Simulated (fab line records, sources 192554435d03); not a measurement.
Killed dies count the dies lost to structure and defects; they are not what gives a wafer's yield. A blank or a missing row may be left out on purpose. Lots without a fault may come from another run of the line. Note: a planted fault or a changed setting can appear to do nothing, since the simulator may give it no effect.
fab line records	flow n5-finfet
record: lots: 24	wafers: 72	last-day: 19
route steps=1938 shown ILD0@344 SDB@369 HKMG_FIN@388 GATE_CUT@469
lots that met no fault: from a run of the same line without faults
start-h: start of the lot's first displayed wafer, in hours after the record's first day	wait-h: hours elapsed since this lot's preceding step	" as in the row above	L1.1+2: one row covering several wafers at once	- no value, or no start was given	* or withheld: withheld	< > ~ a bound
route shown NAME@n: names a module that has steps shown in the file, with the first one's number in the route	usual: mean and standard deviation over wafers with no fault	same: alike in all rows	chamber/n: place in a boat	sites: readings site by site	_std_site: the standard deviation of these	_edge_site: inner sites' mean taken away from outer sites' mean	radius-mm: for every site, how far away it sits from the centre of the wafer	mask NAME#n: copy n	behind: the most recent tool/chamber to have shaped the wafer	hold: why the lot was held/for how many hours/how that ended	device: the transistor (n, p or np) that didn't switch	end of line: at the end of the route, the tests of the same wafers	where a step has no rows: the recipe by itself	killed: the dies lost at the first sort to structure and to defects; this is not the yield of the wafer	map: a wafer's dies, marking killed ones x, the rest . and places with no die _
set.NAME: the setting that was run; set.NAME@STEP: the one run at that earlier step	model.NAME: the simulator's own value behind a step, which no gauge read
the route's steps for a sample of lots (tables are steps, rows are wafers)
services: a tool's chamber out of use, with start hour (start-h, from the record's first day; less than 0 if before it), hours out, and reason
== steps ==
step: N5_ILD0_CMP_12
recipe: stop-on: poly-Si	material: SiNx	t-overpolish-s: 6	post-cmp-clean: alkaline-brush	down-force-psi: 2.5	platen-rpm: 51.8	pad-velocity-m-s: 1.0307	target-thk-nm: 17.67
usual: edge-zone-pressure-frac: 1.000/0.005	motor-current-A: 9.2/0.86	overpolish-run-s: 6.001/0.0098	pad-life-wafers: 1007/530	slurry-flow-ml-min: 150.0/0.46	time-to-endpoint-s: 29.1/2.1
lot.wafer	tool	chamber	start-h	wait-h	edge-zone-pressure-frac	motor-current-A	overpolish-run-s	pad-life-wafers	slurry-flow-ml-min	time-to-endpoint-s
L074.3	cmp-02	3	64.49	1.1	1.000	8.8	6.013	288	149.4	31.8
L074.2	"	2	"	"	1.003	8.7	6.003	291	149.5	29.3
L074.6	"	0	"	"	0.996	9.9	6.013	-	150.1	25.0
L075.2	cmp-02	3	71.36	1.3	0.997	8.4	6.007	360	150.1	31.7
L075.1	"	2	"	"	1.005	9.5	6.001	363	150.0	29.4
L075.5	"	3	"	"	0.999	9.0	5.990	-	150.2	30.9
L076.2	cmp-04	2	77.86	1.2	1.005	10.5	6.013	1694	149.6	25.8
L076.5	"	0	"	"	1.013	8.5	6.005	-	149.6	27.4
L076.6	"	1	"	"	0.994	10.4	6.031	-	150.2	28.6
L077.1	cmp-04	1	83.90	1.2	0.986	10.1	6.000	1742	150.1	30.0
L077.6	"	3	"	"	0.995	9.4	6.007	-	149.6	27.8
L077.5	"	0	"	"	0.998	8.4	6.008	-	149.2	27.5
L078.1	cmp-03	3	87.25	1.1	1.000	8.1	5.992	306	150.3	31.1
L078.3	"	0	"	"	1.013	9.4	6.005	307	150.1	31.3
L078.6	"	0	"	"	1.000	9.3	6.012	-	149.9	29.2
L079.3	cmp-04	2	95.77	1.1	0.993	10.5	6.019	1830	150.0	26.9
L079.4	"	0	"	"	1.000	7.9	5.997	1832	150.0	27.4
L079.6	"	3	"	"	0.998	9.8	6.018	-	149.5	28.1
L080.3	cmp-04	0	100.90	1.1	0.995	8.7	5.991	1872	150.2	28.1
L080.4	"	1	"	"	1.001	10.1	6.001	1873	150.0	27.2
L080.5	"	1	"	"	1.006	10.2	5.995	-	150.0	25.2
L081.4	cmp-02	2	108.57	1.2	0.998	9.1	5.990	673	148.9	28.6
L081.2	"	0	"	"	1.008	10.1	6.009	675	149.4	27.3
L081.5	"	2	"	"	0.997	9.1	6.000	-	149.4	30.2
L082.2	cmp-04	3	114.79	1.2	1.001	9.4	5.986	1988	149.5	30.8
L082.1	"	0	"	"	0.992	8.4	5.987	1989	150.1	29.1
L082.5	"	2	"	"	1.003	11.2	6.018	-	150.2	31.2
L083.3	cmp-02	2	117.27	1.2	0.998	9.1	5.997	733	150.4	30.1
L083.5	"	1	"	"	0.994	8.2	5.988	-	150.8	28.2
L083.6	"	2	"	"	1.004	9.2	6.013	-	149.4	32.9
L084.2	cmp-03	2	128.21	1.1	1.004	8.7	6.002	648	149.6	27.6
L084.4	"	3	"	"	1.005	8.4	5.991	649	149.9	31.2
L084.6	"	3	"	"	1.010	8.5	6.002	-	150.2	30.3
L085.4	cmp-03	2	131.16	1.1	0.994	8.4	6.012	678	150.4	28.4
L085.3	"	3	"	"	1.003	8.4	5.999	679	150.1	30.4
L085.5	"	3	"	"	0.996	8.7	5.998	-	149.7	28.9
L087.2	cmp-03	2	164.93	1.2	0.989	8.7	6.007	835	149.7	26.7
L087.1	"	3	"	"	0.994	8.1	6.008	836	150.9	27.2
L087.3	"	0	"	"	0.999	9.5	6.010	837	150.3	26.5
L086.3	cmp-02	0	165.22	1.2	1.003	9.9	5.990	1124	150.7	30.6
L086.4	"	1	"	"	0.995	8.2	6.009	1125	150.0	29.6
L086.6	"	2	"	"	0.993	9.1	6.006	-	150.5	31.8
L088.4	cmp-04	1	168.03	1.2	1.002	9.7	6.003	331	150.3	30.6
L088.1	"	2	"	"	1.000	10.8	6.006	332	150.0	28.3
L088.6	"	0	"	"	1.004	8.8	5.984	-	150.6	30.6
L089.3	cmp-03	0	168.66	1.1	0.999	9.0	5.999	858	150.3	30.8
L089.2	"	2	"	"	0.998	9.1	6.008	860	150.2	31.1
L089.1	"	3	"	"	1.006	8.2	5.992	861	148.9	28.7
L090.4	cmp-02	1	170.39	1.2	1.004	8.2	6.002	1160	149.8	27.5
L090.3	"	2	"	"	1.004	9.0	5.977	1161	149.6	33.1
L090.6	"	0	"	"	1.005	9.9	5.998	-	149.4	27.4
L093.1	cmp-03	3	198.28	1.2	1.004	8.5	5.989	1075	149.4	30.6
L093.5	"	2	"	"	1.004	8.1	5.999	-	150.4	29.0
L093.6	"	3	"	"	1.000	9.0	5.981	-	150.5	30.8
L091.4	cmp-03	3	200.80	0.1	0.997	8.3	6.003	1093	149.6	32.4
L091.2	"	0	"	"	0.994	9.3	5.985	1094	150.4	32.8
L091.6	"	3	"	"	1.001	8.6	6.018	-	148.8	29.5
L094.2	cmp-04	2	203.84	1.2	1.001	10.5	6.016	595	149.7	26.9
L094.3	"	3	"	"	0.992	9.2	6.016	596	148.8	25.8
L094.6	"	1	"	"	1.002	10.3	5.999	-	149.8	30.4
L095.3	cmp-04	2	205.27	1.1	0.998	10.5	5.999	612	150.8	25.9
L095.2	"	3	"	"	1.007	9.8	5.997	613	150.0	27.4
L095.4	"	1	"	"	1.004	9.7	6.002	615	150.3	28.8
L092.4	cmp-02	0	206.12	1.3	0.998	9.6	5.986	1453	149.9	26.4
L092.5	"	3	"	"	1.010	9.0	6.007	-	151.6	32.4
L092.6	"	0	"	"	1.000	9.8	5.989	-	150.3	27.0
L096.1	cmp-04	0	209.67	1.2	0.999	8.5	6.011	661	149.9	26.7
L096.3	"	1	"	"	0.998	10.1	5.998	662	149.9	26.9
L096.5	"	0	"	"	0.997	8.5	5.994	-	149.9	28.6
L097.1	cmp-02	1	215.16	1.1	1.005	7.8	5.989	1536	150.8	27.2
L097.2	"	2	"	"	1.004	9.3	5.990	1537	149.6	31.5
L097.3	"	3	"	"	1.009	8.5	6.005	1538	150.4	31.8
step: N5_SDB_CUT_ETCH_26
recipe: chemistry: HBr/Cl2/O2	target: Si	target-depth-a: 1296	bt-time-s: 20	mask-material: SiNx	time-s: 51.8	ion-energy-ev: *	bias-w: *	pressure-mtorr: 10	icp-w: 800	HBr_flow_sccm: 150	Cl2_flow_sccm: 80	O2_flow_sccm: 12
usual: drypump-motor-current-A: 5.9/0.34	mfc-cl2-sccm: 80.00/0.26	oes-product-au: 0.998/0.015	throttle-valve-pct: 37.24/0.29
lot.wafer	tool	chamber	start-h	wait-h	drypump-motor-current-A	mfc-cl2-sccm	oes-product-au	rf-hours-counter-h	throttle-valve-pct
L074.2	rie-si-05	2	66.08	0.1	6.5	80.14	1.009	108	36.76
L074.3	"	1	"	"	5.7	80.20	1.029	59	37.02
L074.6	"	3	"	"	6.5	80.40	1.005	-	37.17
L075.1	rie-si-04	2	72.90	0.1	5.6	79.57	1.015	18	37.06
L075.2	"	3	"	"	6.0	79.71	0.986	174	37.00
L075.5	"	1	"	"	5.8	80.14	0.985	-	37.38
L076.2	rie-si-04	2	79.18	0.1	5.5	80.04	1.017	18	37.06
L076.5	"	3	"	"	6.0	79.64	0.995	-	36.99
L076.6	"	2	"	"	5.5	80.04	1.017	-	37.06
L077.1	rie-si-04	3	86.21	0.1	6.0	79.48	0.985	175	37.01
L077.5	"	2	"	"	5.6	79.69	1.020	-	37.05
L077.6	"	1	"	"	5.8	79.76	0.990	-	37.40
L078.1	rie-si-05	2	88.76	0.1	6.5	80.13	1.017	108	36.78
L078.3	"	3	"	"	6.5	80.06	1.003	197	37.17
L078.6	"	3	"	"	6.5	80.09	1.009	-	37.16
L079.3	rie-si-04	0	97.30	0.1	5.8	79.95	0.995	5	37.39
L079.4	"	2	"	"	5.6	80.66	1.011	19	37.04
L079.6	"	2	"	"	5.6	80.29	1.016	-	37.06
L080.3	rie-si-01	2	102.53	0.1	5.8	79.73	0.983	91	36.93
L080.4	"	1	"	"	5.9	80.01	0.994	26	37.62
L080.5	"	2	"	"	5.8	80.09	0.984	-	36.91
L081.2	rie-si-01	3	110.25	0.1	6.1	79.82	0.974	170	37.46
L081.4	"	2	"	"	5.8	79.78	0.986	91	36.93
L081.5	"	3	"	"	6.1	79.64	0.982	-	37.47
L082.1	rie-si-05	3	116.38	0.1	6.5	80.25	1.003	198	37.17
L082.2	"	0	"	"	6.6	80.06	0.995	44	37.87
L082.5	"	3	"	"	6.5	80.46	1.008	-	37.19
L083.3	rie-si-05	1	119.02	0.1	5.7	79.95	1.030	-	37.02
L083.5	"	0	"	"	6.7	80.24	0.997	-	37.88
L083.6	"	1	"	"	5.7	79.87	1.019	-	37.01
L084.2	rie-si-04	1	130.11	0.1	5.7	79.68	0.977	78	37.41
L084.4	"	0	"	"	5.8	79.91	0.986	5	37.37
L084.6	"	1	"	"	5.7	79.93	0.981	-	37.39
L085.3	rie-si-05	3	133.35	0.1	6.5	80.45	1.004	0	37.47
L085.4	"	0	"	"	6.6	80.29	0.992	44	37.89
L085.5	"	0	"	"	6.6	80.05	0.998	-	37.87
L087.1	rie-si-01	2	167.06	0.1	5.8	80.10	0.979	92	36.94
L087.2	"	1	"	"	5.8	79.48	0.998	27	37.62
L087.3	"	3	"	"	6.1	80.26	0.984	171	37.46
L086.3	rie-si-05	3	167.12	0.1	6.5	79.89	1.002	1	37.49
L086.4	"	3	"	"	6.5	80.20	1.001	-	37.46
L086.6	"	2	"	"	6.5	79.84	1.017	-	36.77
L088.1	rie-si-01	2	169.37	0.1	5.8	80.20	0.974	92	36.92
L088.4	"	0	"	"	5.5	80.13	1.003	31	37.14
L088.6	"	2	"	"	5.8	80.36	0.987	-	36.91
L089.1	rie-si-01	1	170.21	0.1	5.9	80.10	0.986	27	37.62
L089.2	"	3	"	"	6.1	79.99	0.981	171	37.45
L089.3	"	0	"	"	5.5	80.20	1.012	31	37.15
L090.3	rie-si-04	0	172.04	0.1	5.8	80.46	0.996	6	37.37
L090.4	"	1	"	"	5.8	80.01	0.984	79	37.40
L090.6	"	0	"	"	5.8	79.98	0.996	-	37.38
L093.1	rie-si-04	1	199.75	0.1	5.8	79.84	0.987	79	37.39
L093.5	"	3	"	"	6.0	80.61	0.997	-	37.00
L093.6	"	2	"	"	5.5	79.66	1.017	-	37.07
L091.2	rie-si-04	2	202.18	0.1	5.6	79.66	1.012	20	37.05
L091.4	"	3	"	"	6.0	80.00	0.989	177	36.99
L091.6	"	2	"	"	5.5	80.18	1.016	-	37.07
L094.2	rie-si-04	1	205.19	0.1	5.8	79.79	0.985	79	37.40
L094.3	"	3	"	"	6.0	79.87	0.988	177	37.00
L094.6	"	0	"	"	5.8	80.26	1.001	-	37.38
L095.2	rie-si-01	1	206.83	0.1	5.9	80.14	0.988	28	37.62
L095.3	"	0	"	"	5.5	80.16	1.022	32	37.15
L095.4	"	2	"	"	5.8	79.91	0.979	93	36.92
L092.4	rie-si-04	0	207.81	0.1	5.8	79.94	0.989	7	37.39
L092.5	"	1	"	"	5.7	79.89	0.984	-	37.41
L092.6	"	0	"	"	5.8	80.11	0.993	-	37.40
L096.1	rie-si-04	3	211.20	0.1	6.0	80.27	0.994	177	37.00
L096.3	"	1	"	"	5.8	79.43	0.988	79	37.41
L096.5	"	1	"	"	5.8	79.57	0.992	-	37.40
L097.1	rie-si-01	3	217.49	0.1	6.1	80.33	0.976	172	37.47
L097.2	"	2	"	"	5.8	79.88	0.988	93	36.92
L097.3	"	1	"	"	5.9	79.97	0.999	28	37.61
step: N5_SDB_INSPECT_36
recipe: inspect-instrument: darkfield	mode: post-cmp
usual: raw-defect-count: 36/14
lot.wafer	tool	chamber	start-h	wait-h	raw-defect-count
L074.2	defect-inspect-01	-	69.32	0.0	31
L074.3	"	-	"	"	20
L074.6	"	-	"	"	31
L075.1	defect-inspect-01	-	76.14	0.0	27
L075.2	"	-	"	"	25
L075.5	"	-	"	"	20
L076.2	defect-inspect-02	-	82.42	0.0	34
L076.5	"	-	"	"	23
L076.6	"	-	"	"	37
L077.1	defect-inspect-02	-	89.44	0.0	88
L077.5	"	-	"	"	82
L077.6	"	-	"	"	46
L078.1	defect-inspect-02	-	92.68	0.0	51
L078.3	"	-	"	"	29
L078.6	"	-	"	"	62
L079.3	defect-inspect-01	-	100.63	0.0	58
L079.4	"	-	"	"	42
L079.6	"	-	"	"	46
L080.3	defect-inspect-01	-	105.77	0.0	55
L080.4	"	-	"	"	27
L080.5	"	-	"	"	37
L081.2	defect-inspect-02	-	113.49	0.0	22
L081.4	"	-	"	"	27
L081.5	"	-	"	"	36
L082.1	defect-inspect-01	-	120.47	0.0	61
L082.2	"	-	"	"	43
L082.5	"	-	"	"	34
L083.3	defect-inspect-02	-	122.26	0.0	36
L083.5	"	-	"	"	38
L083.6	"	-	"	"	77
L084.2	defect-inspect-02	-	133.35	0.0	46
L084.4	"	-	"	"	32
L084.6	"	-	"	"	34
L085.3	defect-inspect-02	-	136.58	0.0	36
L085.4	"	-	"	"	31
L085.5	"	-	"	"	35
L087.1	defect-inspect-02	-	170.34	0.0	43
L087.2	"	-	"	"	47
L087.3	"	-	"	"	31
L086.3	defect-inspect-02	-	173.24	0.0	38
L086.4	"	-	"	"	38
L086.6	"	-	"	"	39
L088.1	defect-inspect-01	-	173.47	0.0	37
L088.4	"	-	"	"	28
L088.6	"	-	"	"	17
L089.1	defect-inspect-02	-	176.02	0.0	37
L089.2	"	-	"	"	30
L089.3	"	-	"	"	24
L090.3	defect-inspect-01	-	176.26	0.0	24
L090.4	"	-	"	"	15
L090.6	"	-	"	"	26
L093.1	defect-inspect-02	-	202.99	0.0	41
L093.5	"	-	"	"	35
L093.6	"	-	"	"	44
L091.2	defect-inspect-02	-	207.70	0.0	24
L091.4	"	-	"	"	26
L091.6	"	-	"	"	29
L094.2	defect-inspect-02	-	209.61	0.0	26
L094.3	"	-	"	"	38
L094.6	"	-	"	"	19
L095.2	defect-inspect-02	-	211.42	0.0	31
L095.3	"	-	"	"	37
L095.4	"	-	"	"	33
L092.4	defect-inspect-01	-	211.97	0.0	33
L092.5	"	-	"	"	26
L092.6	"	-	"	"	29
L096.1	defect-inspect-02	-	214.44	0.0	64
L096.3	"	-	"	"	37
L096.5	"	-	"	"	31
L097.1	defect-inspect-02	-	220.73	0.0	34
L097.2	"	-	"	"	31
L097.3	"	-	"	"	53
step: N5_HKMG_FIN_ALD_74
recipe: material: La2O3	target-thk-a: 5	temp-c: 250	ald-precursor-family: La-Cp	ald-co-reactant: O3	pulse-time-s: 6	co-reactant-pulse-time-s: 1	purge-time-s: 3	co-reactant-purge-time-s: 3
usual: heater-power-w: 362/42	precursor-pulse-height-rel: 0.997/0.022
lot.wafer	tool	chamber	start-h	wait-h	heater-power-w	precursor-pulse-height-rel
L074.2	ald-hk-01	2	70.60	0.2	349	0.990
L074.3	"	0	"	"	318	0.999
L074.6	"	0	"	"	328	0.973
L075.1	ald-hk-02	1	77.31	0.2	405	0.994
L075.2	"	0	"	"	366	1.003
L075.5	"	0	"	"	358	0.993
L076.2	ald-hk-02	3	83.41	0.2	378	0.983
L076.5	"	1	"	"	397	0.981
L076.6	"	2	"	"	467	0.970
L077.1	ald-hk-01	1	90.45	0.2	291	1.013
L077.5	"	2	"	"	341	0.983
L077.6	"	3	"	"	320	0.972
L078.1	ald-hk-03	0	93.68	0.2	352	1.018
L078.3	"	2	"	"	351	1.008
L078.6	"	3	"	"	390	1.034
L079.3	ald-hk-03	0	101.62	0.1	357	0.992
L079.4	"	3	"	"	397	0.995
L079.6	"	1	"	"	336	0.978
L080.3	ald-hk-01	2	106.79	0.1	344	1.029
L080.4	"	1	"	"	285	0.956
L080.5	"	1	"	"	288	1.043
L081.2	ald-hk-02	1	114.54	0.2	395	0.962
L081.4	"	0	"	"	357	1.005
L081.5	"	2	"	"	451	0.990
L082.1	ald-hk-02	1	121.67	0.2	414	1.007
L082.2	"	2	"	"	463	0.997
L082.5	"	2	"	"	450	0.957
L083.3	ald-hk-01	1	123.47	0.1	290	1.033
L083.5	"	2	"	"	345	0.985
L083.6	"	1	"	"	281	0.979
L084.2	ald-hk-03	0	134.34	0.2	355	1.013
L084.4	"	2	"	"	364	1.001
L084.6	"	2	"	"	360	1.016
L085.3	ald-hk-03	2	137.69	0.1	354	1.009
L085.4	"	1	"	"	342	1.000
L085.5	"	1	"	"	340	0.964
L087.1	ald-hk-02	0	171.54	0.2	358	0.966
L087.2	"	2	"	"	451	1.030
L087.3	"	3	"	"	383	1.029
L086.3	ald-hk-03	1	174.23	0.1	334	0.962
L086.4	"	3	"	"	398	1.003
L086.6	"	2	"	"	352	0.969
L088.1	ald-hk-02	0	174.46	0.2	350	0.988
L088.4	"	2	"	"	455	1.012
L088.6	"	2	"	"	452	1.053
L089.1	ald-hk-02	1	177.15	0.2	405	1.002
L089.2	"	3	"	"	377	0.998
L089.3	"	2	"	"	465	0.970
L090.3	ald-hk-01	3	177.45	0.1	327	0.948
L090.4	"	1	"	"	281	0.990
L090.6	"	3	"	"	328	0.986
L093.1	ald-hk-01	2	204.27	0.2	341	1.027
L093.5	"	3	"	"	333	0.962
L093.6	"	2	"	"	346	1.002
L091.2	ald-hk-01	3	208.76	0.2	327	0.968
L091.4	"	0	"	"	331	0.998
L091.6	"	3	"	"	330	1.003
L094.2	ald-hk-02	2	210.60	0.2	436	0.992
L094.3	"	1	"	"	404	1.026
L094.6	"	1	"	"	416	0.984
L095.2	ald-hk-01	3	212.41	0.2	329	1.005
L095.3	"	1	"	"	284	1.005
L095.4	"	2	"	"	346	0.997
L092.4	ald-hk-03	2	212.96	0.1	356	0.995
L092.5	"	3	"	"	391	0.982
L092.6	"	2	"	"	356	1.010
L096.1	ald-hk-03	0	215.44	0.2	346	0.992
L096.3	"	1	"	"	340	0.987
L096.5	"	1	"	"	336	1.008
L097.1	ald-hk-03	0	221.72	0.2	355	0.990
L097.2	"	2	"	"	355	1.010
L097.3	"	1	"	"	342	1.005
step: N5_HKMG_FIN_CVD_62
recipe: material: a-Si	target-thk-a: 30	temp-c: 500	precursor: Si2H6	pressure-torr: 1	time-s: 20.8
usual: heater-power-w: 1459/190
lot.wafer	tool	chamber	start-h	wait-h	heater-power-w
L074.2	thermal-cvd-si-02	0	73.02	0.2	1273
L074.3	"	1	"	"	1349
L074.6	"	0	"	"	1288
L075.1	thermal-cvd-si-01	2	79.73	0.2	1225
L075.2	"	1	"	"	1571
L075.5	"	2	"	"	1219
L076.2	thermal-cvd-si-02	2	86.14	0.2	1681
L076.5	"	0	"	"	1266
L076.6	"	2	"	"	1670
L077.1	thermal-cvd-si-01	0	92.80	0.2	1642
L077.5	"	0	"	"	1642
L077.6	"	2	"	"	1236
L078.1	thermal-cvd-si-02	0	96.10	0.2	1250
L078.3	"	1	"	"	1314
L078.6	"	0	"	"	1256
L079.3	thermal-cvd-si-01	0	105.37	0.2	1688
L079.4	"	2	"	"	1253
L079.6	"	1	"	"	1523
L080.3	thermal-cvd-si-01	1	109.25	0.2	1579
L080.4	"	2	"	"	1218
L080.5	"	1	"	"	1545
L081.2	thermal-cvd-si-02	1	116.98	0.2	1329
L081.4	"	2	"	"	1686
L081.5	"	1	"	"	1345
L082.1	thermal-cvd-si-01	2	124.03	0.2	1232
L082.2	"	1	"	"	1609
L082.5	"	0	"	"	1689
L083.3	thermal-cvd-si-02	0	125.83	0.2	1264
L083.5	"	2	"	"	1674
L083.6	"	0	"	"	1259
L084.2	thermal-cvd-si-01	2	136.98	0.2	1246
L084.4	"	0	"	"	1666
L084.6	"	2	"	"	1246
L085.3	thermal-cvd-si-02	2	140.70	0.2	1692
L085.4	"	2	"	"	1694
L085.5	"	0	"	"	1302
L087.1	thermal-cvd-si-01	1	173.90	0.2	1520
L087.2	"	0	"	"	1680
L087.3	"	2	"	"	1247
L086.3	thermal-cvd-si-02	1	176.61	0.2	1354
L086.4	"	1	"	"	1319
L086.6	"	2	"	"	1649
L088.1	thermal-cvd-si-01	1	177.14	0.2	1557
L088.4	"	1	"	"	1531
L088.6	"	2	"	"	1212
L089.1	thermal-cvd-si-02	1	179.51	0.2	1332
L089.2	"	2	"	"	1726
L089.3	"	0	"	"	1280
L090.3	thermal-cvd-si-01	0	179.76	0.2	1647
L090.4	"	0	"	"	1651
L090.6	"	2	"	"	1245
L093.1	thermal-cvd-si-02	1	206.63	0.2	1328
L093.5	"	0	"	"	1247
L093.6	"	1	"	"	1352
L091.2	thermal-cvd-si-01	2	211.27	0.2	1243
L091.4	"	1	"	"	1583
L091.6	"	2	"	"	1256
L094.2	thermal-cvd-si-02	0	212.97	0.2	1293
L094.3	"	1	"	"	1321
L094.6	"	0	"	"	1282
L095.2	thermal-cvd-si-02	1	214.77	0.2	1351
L095.3	"	0	"	"	1288
L095.4	"	1	"	"	1343
L092.4	thermal-cvd-si-02	2	215.37	0.2	1689
L092.5	"	0	"	"	1297
L092.6	"	1	"	"	1338
L096.1	thermal-cvd-si-01	1	217.68	0.2	1548
L096.3	"	0	"	"	1711
L096.5	"	2	"	"	1279
L097.1	thermal-cvd-si-02	1	223.96	0.2	1314
L097.2	"	0	"	"	1254
L097.3	"	2	"	"	1679
step: N5_GATE_CUT_ETCH_58
recipe: chemistry: CH3F/O2	target: SiNx	target-depth-a: 170	time-s: 128.6	ion-energy-ev: 50	pressure-mtorr: 30	source-w: 415	bias-w: 21	Ar_flow_sccm: 150	CH3F_flow_sccm: 30	O2_flow_sccm: 20
usual: drypump-motor-current-A: 5.9/0.51	oes-product-au: 0.80/0.095	rf-vpp-V: 99.2/0.96	showerhead-plenum-p-Torr: 2.01/0.059	throttle-valve-pct: 16.3/0.31
lot.wafer	tool	chamber	start-h	wait-h	drypump-motor-current-A	oes-product-au	rf-hours-counter-h	rf-vpp-V	showerhead-plenum-p-Torr	throttle-valve-pct
L074.2	rie-diel-03	1	79.43	0.1	6.0	0.75	141	97.8	2.08	16.7
L074.3	"	0	"	"	4.9	0.80	105	100.0	2.02	16.0
L074.6	"	1	"	"	6.0	0.74	-	100.1	2.08	16.7
L075.1	rie-diel-02	0	86.30	0.0	5.6	0.68	244	98.9	1.97	16.5
L075.2	"	1	"	"	5.2	0.72	185	98.4	1.93	16.7
L075.5	"	2	"	"	6.4	0.69	-	98.4	1.97	16.6
L076.2	rie-diel-03	2	92.64	0.1	5.8	0.77	117	98.8	2.02	16.2
L076.5	"	1	"	"	6.1	0.75	-	100.3	2.08	16.7
L076.6	"	0	"	"	4.9	0.80	-	99.4	2.02	16.0
L077.1	rie-diel-03	3	99.15	0.0	6.6	0.68	247	99.7	2.06	16.4
L077.5	"	2	"	"	5.8	0.76	-	97.7	2.02	16.2
L077.6	"	3	"	"	6.6	0.68	-	100.3	2.06	16.4
L078.1	rie-diel-01	3	102.53	0.0	5.4	0.70	231	98.1	1.98	16.3
L078.3	"	0	"	"	6.4	0.85	77	99.3	2.01	16.0
L078.6	"	0	"	"	6.5	0.84	-	100.3	2.01	16.0
L079.3	rie-diel-02	2	111.60	0.0	6.4	0.69	236	98.9	1.97	16.7
L079.4	"	3	"	"	6.2	0.71	-	98.1	1.92	16.5
L079.6	"	1	"	"	5.2	0.71	-	98.1	1.93	16.7
L080.3	rie-diel-02	2	115.71	0.1	6.4	0.68	238	100.0	1.97	16.7
L080.4	"	2	"	"	6.4	0.68	-	99.1	1.97	16.7
L080.5	"	1	"	"	5.2	0.71	-	99.2	1.93	16.7
L081.2	rie-diel-03	3	123.68	0.1	6.6	0.98	2	98.8	2.06	16.0
L081.4	"	0	"	"	4.9	0.80	119	98.5	2.02	16.0
L081.5	"	2	"	"	5.8	0.76	-	97.3	2.02	16.2
L082.1	rie-diel-01	3	130.64	0.2	5.4	0.70	240	98.6	1.98	16.4
L082.2	"	1	"	"	5.8	0.94	17	99.3	2.12	15.7
L082.5	"	2	"	"	5.7	0.88	-	98.0	2.04	16.1
L083.3	rie-diel-02	2	132.27	0.0	6.4	0.67	244	99.3	1.96	16.7
L083.5	"	0	"	"	5.6	0.98	-	98.6	1.97	16.1
L083.6	"	1	"	"	5.2	0.71	-	98.8	1.92	16.7
L084.2	rie-diel-03	0	143.60	0.0	4.9	0.80	125	98.1	2.01	16.1
L084.4	"	2	"	"	5.8	0.75	-	98.8	2.01	16.2
L084.6	"	3	"	"	6.7	0.95	-	98.5	2.06	16.0
L085.3	rie-diel-01	3	147.46	0.0	5.4	0.70	245	100.2	1.97	16.4
L085.4	"	1	"	"	5.8	0.93	22	101.6	2.12	15.7
L085.5	"	1	"	"	5.8	0.93	-	99.7	2.12	15.7
L087.1	rie-diel-02	3	180.52	0.1	6.2	0.68	220	97.2	1.91	16.5
L087.2	"	0	"	"	5.6	0.93	17	98.9	1.96	16.1
L087.3	"	1	"	"	5.2	0.70	218	99.4	1.92	16.8
L086.3	rie-diel-01	0	184.04	0.1	6.4	0.82	103	99.6	2.00	16.0
L086.4	"	2	"	"	5.7	0.85	-	101.1	2.03	16.1
L086.6	"	0	"	"	6.4	0.82	-	98.4	2.00	16.0
L088.1	rie-diel-02	2	184.43	0.1	6.4	0.99	3	98.5	1.96	16.3
L088.4	"	1	"	"	5.2	0.70	220	98.6	1.92	16.8
L088.6	"	2	"	"	6.4	0.98	-	98.5	1.96	16.2
L089.1	rie-diel-03	2	186.08	0.0	5.8	0.74	143	100.4	2.01	16.2
L089.2	"	1	"	"	6.1	0.73	171	100.0	2.07	16.7
L089.3	"	3	"	"	6.6	0.92	22	98.7	2.05	16.1
L090.3	rie-diel-01	1	186.56	0.2	5.8	0.90	36	99.8	2.12	15.7
L090.4	"	0	"	"	6.4	0.81	-	100.1	2.00	16.0
L090.6	"	1	"	"	5.8	0.89	-	101.8	2.11	15.7
L093.1	rie-diel-03	3	213.21	0.0	6.6	0.89	30	99.6	2.05	16.1
L093.5	"	1	"	"	6.1	0.71	-	100.0	2.07	16.7
L093.6	"	2	"	"	5.8	0.73	-	99.3	2.01	16.2
L091.2	rie-diel-01	0	217.67	0.0	6.5	0.81	115	99.4	2.00	16.0
L091.4	"	0	"	"	6.5	0.81	-	99.1	2.00	16.0
L091.6	"	2	"	"	5.7	0.84	-	98.8	2.03	16.2
L094.2	rie-diel-01	2	219.24	0.0	5.7	0.83	53	99.4	2.03	16.2
L094.3	"	0	"	"	6.5	0.80	115	100.2	2.00	16.0
L094.6	"	0	"	"	6.5	0.80	-	99.8	2.00	16.0
L095.2	rie-diel-02	0	221.81	0.0	5.6	0.91	27	99.3	1.96	16.1
L095.3	"	2	"	"	6.4	0.94	12	98.6	1.96	16.3
L095.4	"	1	"	"	5.2	0.69	230	98.0	1.91	16.8
L092.4	rie-diel-02	1	222.12	0.0	5.2	0.69	230	98.1	1.91	16.8
L092.5	"	1	"	"	5.2	0.69	-	96.8	1.91	16.8
L092.6	"	2	"	"	6.5	0.94	-	98.7	1.96	16.3
L096.1	rie-diel-03	0	224.36	0.1	4.9	0.77	151	99.3	2.01	16.1
L096.3	"	3	"	"	6.7	0.89	34	100.1	2.05	16.1
L096.5	"	1	"	"	6.1	0.71	-	101.1	2.06	16.7
L097.1	rie-diel-01	0	231.00	0.3	6.4	0.80	120	101.1	2.00	16.0
L097.2	"	3	"	"	5.4	0.93	11	98.7	1.97	15.9
L097.3	"	2	"	"	5.7	0.83	57	98.8	2.03	16.2
== services ==
tool	chamber	start-h	hours	kind
cmp-03	-	41.11	3.1	repair
cmp-03	-	46.41	4.0	pm
rie-diel-03	1	55.48	3.0	repair
cmp-03	-	70.74	0.8	repair
rie-diel-01	1	74.60	31.8	repair
cmp-03	-	76.17	0.2	repair
thermal-cvd-si-02	-	100.16	14.6	pm
rie-si-05	2	118.13	4.7	repair
cmp-04	-	121.77	4.0	pm
ald-hk-02	-	127.87	8.7	pm
cmp-03	-	143.80	6.4	pm
cmp-04	-	152.37	1.0	repair
cmp-03	-	153.79	1.2	repair
rie-si-05	1	166.62	10.4	repair
rie-diel-03	2	170.50	10.6	repair
cmp-02	-	185.74	1.9	repair
rie-diel-02	-	186.52	0.8	repair
cmp-03	-	201.22	11.4	pm
thermal-cvd-si-01	-	212.35	5.1	repair
rie-diel-01	3	216.72	5.4	repair
ald-hk-01	-	221.08	0.4	repair
cmp-03	-	224.16	0.9	repair
rie-si-04	0	225.86	36.7	repair
rie-diel-02	-	226.79	14.6	pm
== key ==
fault none
